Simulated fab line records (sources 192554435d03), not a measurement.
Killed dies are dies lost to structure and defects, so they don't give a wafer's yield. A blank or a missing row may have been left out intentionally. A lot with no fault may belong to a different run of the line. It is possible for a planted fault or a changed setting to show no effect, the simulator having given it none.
Lot-split experiment | flow n5-finfet | 39 wafers read across 7 lots, on a route 1938 steps long

ON THE SPLIT
At N5_BEOL_M10_ILD_DEP_00 (deposits SiCOH lowk from DEMS/porogen, target thk 308.51 nm, time 58 s), the setting target-thk-a was moved away from the recipe's 3085.1 angstrom on 15 of the 39 wafers read, by -46.4% to -21.7%. This setting was run at the recipe's value on the other wafers.

FROM THE SPLIT ON TO THE READING: in between, the file shows 1 step
- N5_BEOL_M10_CURE_71: cures SiCOH lowk, time 240 s

THE READING
At N5_BEOL_M10_THK_MEAS_01: M10_ILD_THK, given in nm. On this fab line, fault-free wafers typically give 269 nm with a standard deviation of 3.4 nm.

wafer  | tool, chamber at the split | target-thk-a as run, angstrom | against the recipe | M10_ILD_THK, nm | against lot-mates on the recipe
L074.1 | pecvd-04, 1                | 1986                          | -35.6%             | 177             | -97
L074.2 | pecvd-04, 2                | 3085.1                        | recipe             | 273             | -
L074.3 | pecvd-04, 0                | 1986                          | -35.6%             | 173             | -101
L074.4 | pecvd-04, 1                | 1986                          | -35.6%             | 178             | -96
L074.5 | pecvd-04, 2                | 3085.1                        | recipe             | 275             | -
L074.6 | pecvd-04, 0                | 3085.1                        | recipe             | 274             | -
L080.1 | pecvd-04, 1                | 2009                          | -34.9%             | 175             | -96
L080.2 | pecvd-04, 0                | 2009                          | -34.9%             | 172             | -99
L080.3 | pecvd-04, 2                | 3085.1                        | recipe             | 268             | -
L080.4 | pecvd-04, 1                | 2009                          | -34.9%             | 175             | -96
L080.5 | pecvd-04, 0                | 3085.1                        | recipe             | 273             | -
L080.6 | pecvd-04, 2                | 3085.1                        | recipe             | 271             | -
L075.1 | pecvd-04, 2                | 3085.1                        | recipe             | 272             | -
L075.2 | pecvd-04, 1                | 3085.1                        | recipe             | 271             | -
L075.3 | pecvd-04, 0                | 2088                          | -32.3%             | 179             | -93
L075.4 | pecvd-04, 0                | 2088                          | -32.3%             | 182             | -90
L075.5 | pecvd-04, 2                | 3085.1                        | recipe             | 274             | -
L075.6 | pecvd-04, 1                | 2088                          | -32.3%             | 183             | -89
L083.1 | pecvd-01, 1                | 3085.1                        | recipe             | 261             | -
L083.2 | pecvd-01, 0                | 1655                          | -46.4%             | 143             | -122
L083.3 | pecvd-01, 0                | 3085.1                        | recipe             | 269             | -
L083.4 | pecvd-01, 1                | 1655                          | -46.4%             | 141             | -124
L083.5 | pecvd-01, 1                | 3085.1                        | recipe             | 264             | -
L083.6 | pecvd-01, 0                | 1655                          | -46.4%             | 145             | -120
L084.1 | pecvd-02, 1                | 3085.1                        | recipe             | 269             | -
L084.2 | pecvd-02, 2                | 3085.1                        | recipe             | 264             | -
L084.3 | pecvd-02, 0                | 3085.1                        | recipe             | 266             | -
L084.4 | pecvd-02, 1                | 2416                          | -21.7%             | 213             | -53
L084.5 | pecvd-02, 0                | 2416                          | -21.7%             | 209             | -57
L084.6 | pecvd-02, 2                | 2416                          | -21.7%             | 205             | -61
L088.3 | pecvd-01, 0                | 3085.1                        | recipe             | 266             | -
L088.5 | pecvd-01, 1                | 3085.1                        | recipe             | 265             | -
L088.6 | pecvd-01, 0                | 3085.1                        | recipe             | 271             | -
L096.1 | pecvd-02, 0                | 3085.1                        | recipe             | 266             | -
L096.2 | pecvd-02, 2                | 3085.1                        | recipe             | 266             | -
L096.3 | pecvd-02, 0,2              | 3085.1                        | recipe             | 270             | -
L096.4 | pecvd-02, 2                | 3085.1                        | recipe             | 271             | -
L096.5 | pecvd-02, 0,2              | 3085.1                        | recipe             | 270             | -
L096.6 | pecvd-02, 0                | 3085.1                        | recipe             | 267             | -
If several chambers appear in one row, that row covers several wafers at once and the file leaves open which wafer was in which chamber.

FIT RESULTS
A straight line over all 39 wafers: M10_ILD_THK changes by +2.7 nm for each +1% of target-thk-a; r = +1.00; the points scatter about the line by 3.4 nm.
The same after taking each lot's own level away (the mean of its wafers on the recipe; 39 wafers): +2.71 nm for each +1%; r = +1.00; scatter 2.8 nm.
Per that fit: largest target-thk-a move, reading shift of 1.3e+02 nm.
Measured against the standard deviation above, the lots' own levels, which go from 264.7 to 274.0 nm, span 2.7 times it.
So the lot-to-lot level changes the slope little: the two slopes agree.
Check: with one of the wafers moved furthest among these (-46.4%) left out of the fit, the line predicts -126 nm for it against its lot-mates. It came out at -122 nm against them.

THE WHOLE CHAIN: every reading that the file lists as answering this split, in the file's order
step                    | what it does                                                           | reading                                                                                   | change (the file's fit)              | r (the file's)
N5_BEOL_M10_ILD_DEP_00  | deposits SiCOH lowk from DEMS/porogen, target thk 308.51 nm, time 58 s | SiCOH_lowk_of_BEOL_M10_ILD_DEP_00.thk-nm (the simulator's own value, which no gauge read) | +3.09 nm for each +1% of the setting | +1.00
N5_BEOL_M10_CURE_71     | cures SiCOH lowk, time 240 s                                           | SiCOH_lowk_of_BEOL_M10_ILD_DEP_00.thk-nm (the simulator's own value, which no gauge read) | +2.71 nm for each +1% of the setting | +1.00
N5_BEOL_M10_THK_MEAS_01 |                                                                        | M10_ILD_THK                                                                               | +2.71 for each +1% of the setting    | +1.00

FILE'S OWN FIT
M10_ILD_THK changes by +2.71 nm for each +1% of target-thk-a, r = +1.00.
